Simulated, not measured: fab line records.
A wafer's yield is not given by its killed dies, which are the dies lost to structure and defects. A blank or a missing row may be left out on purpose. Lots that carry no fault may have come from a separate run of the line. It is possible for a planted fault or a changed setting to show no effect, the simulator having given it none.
Which tool is to blame? | flow n5-finfet | 9 lots with 25 wafers sampled at 6 steps, on a route of 1938 steps

== WHAT THE GAUGES SHOWED, per wafer ==
N5_MOL_CONTACT_COAG_THK_MEAS_53. Usual: for VIA_MOL_THK the level is 43.8 nm and the standard deviation is 0.69.
lot  | measured     | on            | VIA_MOL_THK (nm) | flag
L482 | day 5 20:55  | film-metro-02 | 42.7 43.0        |
L483 | day 5 21:10  | film-metro-01 | 42.9 42.6 43.8   |
L486 | day 6 17:13  | film-metro-01 | 43.6 44.1 44.7   |
L490 | day 7 20:01  | film-metro-01 | 43.6 44.0 43.7   |
L494 | day 9 00:31  | film-metro-02 | 44.4 53.5 44.8   | OFF
L495 | day 9 02:08  | film-metro-02 | 44.4 44.9 54.1   | OFF
L496 | day 9 11:53  | film-metro-02 | 42.9 43.8        |
L498 | day 9 22:13  | film-metro-01 | 43.3 42.8 43.7   |
L502 | day 10 16:28 | film-metro-01 | 42.4 43.6 44.4   |

N5_BEOL_M4_RC_MEAS_101. Usual: DIBL_N 36.0 mV/V, standard deviation 2.2; DIBL_P 36.2 mV/V, standard deviation 2.4; IOFF_N 0.16 nA/um, standard deviation 0.035; IOFF_P 0.21 nA/um, standard deviation 0.037; ION_N 672 uA/um, standard deviation 13; ION_P 461 uA/um, standard deviation 7; SS_N 71.4 mV/dec, standard deviation 0.69; SS_P 73.2 mV/dec, standard deviation 0.75; VT_N 250 mV, standard deviation 3.4; VT_P -251 mV, standard deviation 3.
lot  | measured     | on        | DIBL_N (mV/V)  | DIBL_P (mV/V)  | IOFF_N (nA/um) | IOFF_P (nA/um) | ION_N (uA/um) | ION_P (uA/um) | SS_N (mV/dec)  | SS_P (mV/dec)  | VT_N (mV)   | VT_P (mV)      | flag
L482 | day 9 10:32  | prober-01 | 38.5 39.2      | 37.1 37.9      | 0.18 0.21      | 0.22 0.24      | 671 679       | 458 458       | 72.7 71.8      | 73.8 73.9      | 247 248     | -250 -246      |
L483 | day 9 15:58  | prober-01 | 37.4 36.3 33.0 | 36.8 36.0 32.4 | 0.14 0.13 0.09 | 0.21 0.20 0.15 | 676 670 649   | 465 468 456   | 71.4 71.3 70.2 | 73.0 72.5 72.0 | 254 252 257 | -247 -250 -251 |
L486 | day 10 19:05 | prober-01 | 35.2 32.3 35.6 | 34.8 32.9 36.0 | 0.14 0.11 0.14 | 0.18 0.16 0.19 | 665 655 667   | 455 454 461   | 71.1 70.3 71.0 | 72.2 71.8 72.8 | 253 254 251 | -255 -252 -254 |
L490 | day 12 00:44 | prober-02 | 34.0 36.6 33.7 | 32.1 35.7 32.3 | 0.13 0.18 0.12 | 0.18 0.24 0.18 | 666 673 665   | 458 470 460   | 71.1 72.5 70.4 | 72.2 73.2 72.5 | 253 246 253 | -250 -246 -248 |
L494 | day 13 14:25 | prober-02 | 35.7 36.6 34.8 | 36.3 37.7 36.3 | 0.16 0.17 0.15 | 0.20 0.22 0.20 | 673 665 669   | 466 464 458   | 71.7 72.0 71.0 | 73.6 73.7 73.3 | 251 251 250 | -253 -252 -253 |
L495 | day 13 11:36 | prober-02 | 35.1 35.3 35.8 | 36.3 35.5 37.0 | 0.15 0.15 0.16 | 0.22 0.19 0.23 | 664 677 677   | 461 457 463   | 71.1 70.9 71.8 | 73.1 73.1 73.0 | 248 251 250 | -250 -252 -248 |
L496 | day 13 15:56 | prober-02 | 34.0 34.9      | 34.4 34.8      | 0.13 0.14      | 0.17 0.18      | 664 663       | 454 455       | 71.3 72.2      | 72.1 72.4      | 252 252     | -252 -253      |
L498 | day 13 16:46 | prober-01 | 40.9 38.3 38.9 | 41.1 37.2 38.2 | 0.26 0.18 0.20 | 0.30 0.23 0.24 | 700 689 691   | 476 466 462   | 72.6 71.8 71.8 | 75.2 73.6 74.7 | 243 249 249 | -247 -251 -249 |
L502 | day 15 02:20 | prober-02 | 37.0 37.4 35.2 | 38.6 39.4 37.4 | 0.19 0.20 0.17 | 0.23 0.23 0.21 | 689 696 681   | 460 470 468   | 71.7 72.3 71.6 | 74.1 73.4 73.8 | 247 247 250 | -250 -251 -251 |

== WHICH TOOL RAN EACH LOT (tool, then ch and the chambers of the sampled wafers, then the start) ==
lot  | N5_MOL_CONTACT_COAG_PECVD_31    | N5_MOL_CONTACT_COAG_ETCHBACK_134   | N5_MOL_CONTACT_COAG_ETCH_67        | N5_MOL_CONTACT_COAG_ETCHBACK_136
L482 | pecvd-04 ch 0,1, day 5 17:31    | rie-diel-04 ch 0,2, day 5 19:40    | rie-diel-04 ch 0,2, day 5 19:41    | rie-diel-04 ch 0,2, day 5 19:47
L483 | pecvd-02 ch 1,2, day 5 17:37    | rie-diel-03 ch 0,1,3, day 5 19:55  | rie-diel-03 ch 0,1,3, day 5 19:57  | rie-diel-03 ch 0,1,3, day 5 20:02
L486 | pecvd-02 ch 0,1,2, day 6 13:51  | rie-diel-03 ch 0,1,3, day 6 15:58  | rie-diel-03 ch 0,1,3, day 6 15:59  | rie-diel-03 ch 0,1,3, day 6 16:05
L490 | pecvd-04 ch 0,1,2, day 7 16:25  | rie-diel-04 ch 0,2,3, day 7 18:45  | rie-diel-04 ch 0,2,3, day 7 18:47  | rie-diel-04 ch 0,2,3, day 7 18:53
L494 | pecvd-02 ch 0,1, day 8 20:52    | rie-diel-04 ch 0,3, day 8 23:13    | rie-diel-04 ch 0,3, day 8 23:15    | rie-diel-04 ch 0,3, day 8 23:20
L495 | pecvd-02 ch 0,1, day 8 22:32    | rie-diel-06 ch 0,3, day 9 00:52    | rie-diel-06 ch 0,3, day 9 00:54    | rie-diel-06 ch 0,3, day 9 00:59
L496 | pecvd-04 ch 1, day 9 07:55      | rie-diel-04 ch 1,2, day 9 10:24    | rie-diel-04 ch 1,2, day 9 10:26    | rie-diel-04 ch 1,2, day 9 10:31
L498 | pecvd-03 ch 1,2, day 9 18:34    | rie-diel-03 ch 0,1,3, day 9 20:55  | rie-diel-03 ch 0,1,3, day 9 20:58  | rie-diel-03 ch 0,1,3, day 9 21:03
L502 | pecvd-03 ch 0,1,2, day 10 12:32 | rie-diel-06 ch 0,2,3, day 10 15:13 | rie-diel-06 ch 0,2,3, day 10 15:15 | rie-diel-06 ch 0,2,3, day 10 15:20
- N5_MOL_CONTACT_COAG_PECVD_31: deposits SiO2 from TEOS/O2, target thk 46 nm, time 8.9 s.
- N5_MOL_CONTACT_COAG_ETCHBACK_134: etches SiO2 in CHF3, target depth 10 nm, time 6.7 s.
- N5_MOL_CONTACT_COAG_ETCH_67: etches SOC in N2/H2, target depth 60 nm, overetch 21 nm, time 101.2 s.
- N5_MOL_CONTACT_COAG_ETCHBACK_136: etches SiO2 in CHF3, target depth 25 nm, time 16.7 s.

== WHAT THE TOOLS THEMSELVES READ (means of the sampled wafers that have a number; where no wafer has one, the mark that the record gives instead) ==
N5_MOL_CONTACT_COAG_PECVD_31. Usual: 6.500 Torr for chamber-pressure-Torr, sd 0.015.
lot  | tool     | chamber-pressure-Torr (Torr) | flag
L482 | pecvd-04 | 6.475                        |
L483 | pecvd-02 | 6.492                        |
L486 | pecvd-02 | 6.512                        |
L490 | pecvd-04 | 6.510                        |
L494 | pecvd-02 | 6.516                        |
L495 | pecvd-02 | 6.480                        |
L496 | pecvd-04 | 6.497                        |
L498 | pecvd-03 | 6.509                        |
L502 | pecvd-03 | 6.502                        |

N5_MOL_CONTACT_COAG_ETCHBACK_134. Usual: drypump-motor-current-A 5.6 A, standard deviation 0.52; oes-product-au 0.81 a.u., standard deviation 0.087; rf-vpp-V 524 V, standard deviation 7.9; showerhead-plenum-p-Torr 2.40 Torr, standard deviation 0.086; throttle-valve-pct 18.71 %, standard deviation 0.22.
lot  | tool        | drypump-motor-current-A (A) | oes-product-au (a.u.) | rf-vpp-V (V) | showerhead-plenum-p-Torr (Torr) | throttle-valve-pct (%) | flag
L482 | rie-diel-04 | 5.8                         | 0.76                  | 518          | 2.35                            | 18.98                  |
L483 | rie-diel-03 | 5.7                         | 0.83                  | 527          | 2.41                            | 18.57                  |
L486 | rie-diel-03 | 5.7                         | 0.82                  | 526          | 2.41                            | 18.58                  |
L490 | rie-diel-04 | 5.8                         | 0.73                  | 516          | 2.36                            | 18.89                  |
L494 | rie-diel-04 | 5.5                         | 0.74                  | 513          | 2.36                            | 18.74                  |
L495 | rie-diel-06 | 5.1                         | 0.91                  | 531          | 2.50                            | 18.80                  |
L496 | rie-diel-04 | 6.2                         | 0.70                  | 520          | 2.31                            | 18.80                  |
L498 | rie-diel-03 | 5.7                         | 0.79                  | 526          | 2.40                            | 18.63                  |
L502 | rie-diel-06 | 5.2                         | 0.92                  | 527          | 2.46                            | 18.68                  |

N5_MOL_CONTACT_COAG_ETCH_67. Usual: drypump-motor-current-A 5.6 A, standard deviation 0.51; oes-product-au 0.68 a.u., standard deviation 0.069; rf-vpp-V 524.5 V, standard deviation 2.7; showerhead-plenum-p-Torr 2.56 Torr, standard deviation 0.092; throttle-valve-pct 17.72 %, standard deviation 0.22.
lot  | tool        | drypump-motor-current-A (A) | oes-product-au (a.u.) | rf-vpp-V (V) | showerhead-plenum-p-Torr (Torr) | throttle-valve-pct (%) | flag
L482 | rie-diel-04 | 5.9                         | 0.64                  | 522.5        | 2.49                            | 18.02                  |
L483 | rie-diel-03 | 5.7                         | 0.69                  | 525.1        | 2.56                            | 17.55                  |
L486 | rie-diel-03 | 5.7                         | 0.69                  | 524.5        | 2.56                            | 17.56                  |
L490 | rie-diel-04 | 5.9                         | 0.62                  | 522.4        | 2.50                            | 17.88                  |
L494 | rie-diel-04 | 5.5                         | 0.62                  | 522.9        | 2.50                            | 17.67                  |
L495 | rie-diel-06 | 5.1                         | 0.77                  | 527.1        | 2.66                            | 17.75                  |
L496 | rie-diel-04 | 6.2                         | 0.60                  | 521.5        | 2.46                            | 17.87                  |
L498 | rie-diel-03 | 5.7                         | 0.66                  | 524.3        | 2.55                            | 17.61                  |
L502 | rie-diel-06 | 5.2                         | 0.77                  | 526.1        | 2.62                            | 17.69                  |

N5_MOL_CONTACT_COAG_ETCHBACK_136. Usual: drypump-motor-current-A 5.6 A, standard deviation 0.52; oes-product-au 0.81 a.u., standard deviation 0.087; rf-vpp-V 524 V, standard deviation 7.9; showerhead-plenum-p-Torr 2.40 Torr, standard deviation 0.086; throttle-valve-pct 18.71 %, standard deviation 0.22.
lot  | tool        | drypump-motor-current-A (A) | oes-product-au (a.u.) | rf-vpp-V (V) | showerhead-plenum-p-Torr (Torr) | throttle-valve-pct (%) | flag
L482 | rie-diel-04 | 5.9                         | 0.76                  | 519          | 2.35                            | 19.00                  |
L483 | rie-diel-03 | 5.7                         | 0.82                  | 525          | 2.41                            | 18.57                  |
L486 | rie-diel-03 | 5.7                         | 0.82                  | 527          | 2.41                            | 18.58                  |
L490 | rie-diel-04 | 5.8                         | 0.74                  | 517          | 2.36                            | 18.89                  |
L494 | rie-diel-04 | 5.5                         | 0.74                  | 513          | 2.36                            | 18.74                  |
L495 | rie-diel-06 | 5.0                         | 0.92                  | 530          | 2.50                            | 18.81                  |
L496 | rie-diel-04 | 6.2                         | 0.71                  | 521          | 2.31                            | 18.80                  |
L498 | rie-diel-03 | 5.7                         | 0.79                  | 525          | 2.40                            | 18.62                  |
L502 | rie-diel-06 | 5.2                         | 0.92                  | 528          | 2.46                            | 18.67                  |

== THE ANSWER, worked out from the rows above alone ==
Rule: take the mean of a lot's wafers that have a number; if it is more than 3 standard deviations from the usual mean, the lot is off. A lot without any number at a reading at which 4 lots or more have one is off too. Where the step has rows for the other lots, those lots are counted as sound. First the gauges in route order, then the tools' own readings, where a lot's mean is used as printed above. The first step at which some lot is off is used, and at that step the reading that is off furthest; a lot without a number counts as furthest.
Off: L494, L495, at N5_MOL_CONTACT_COAG_THK_MEAS_53 (VIA_MOL_THK).
If a tool, at a process step before that reading, ran all the lots that are off and no sound lot after the first of them, it fits. Those tools and the gauges at N5_MOL_CONTACT_COAG_THK_MEAS_53 are tried in the same way. One fits: pecvd-02 at N5_MOL_CONTACT_COAG_PECVD_31. Its last sound lot is L486 (day 6 13:51), its first lot that is off L494 (day 8 20:52): a fault that began between those two fits.

== WHAT WAS PUT IN BY THE SIMULATOR ==
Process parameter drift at N5_MOL_CONTACT_COAG_PECVD_31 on pecvd-02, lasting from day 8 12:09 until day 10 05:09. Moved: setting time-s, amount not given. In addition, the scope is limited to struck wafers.
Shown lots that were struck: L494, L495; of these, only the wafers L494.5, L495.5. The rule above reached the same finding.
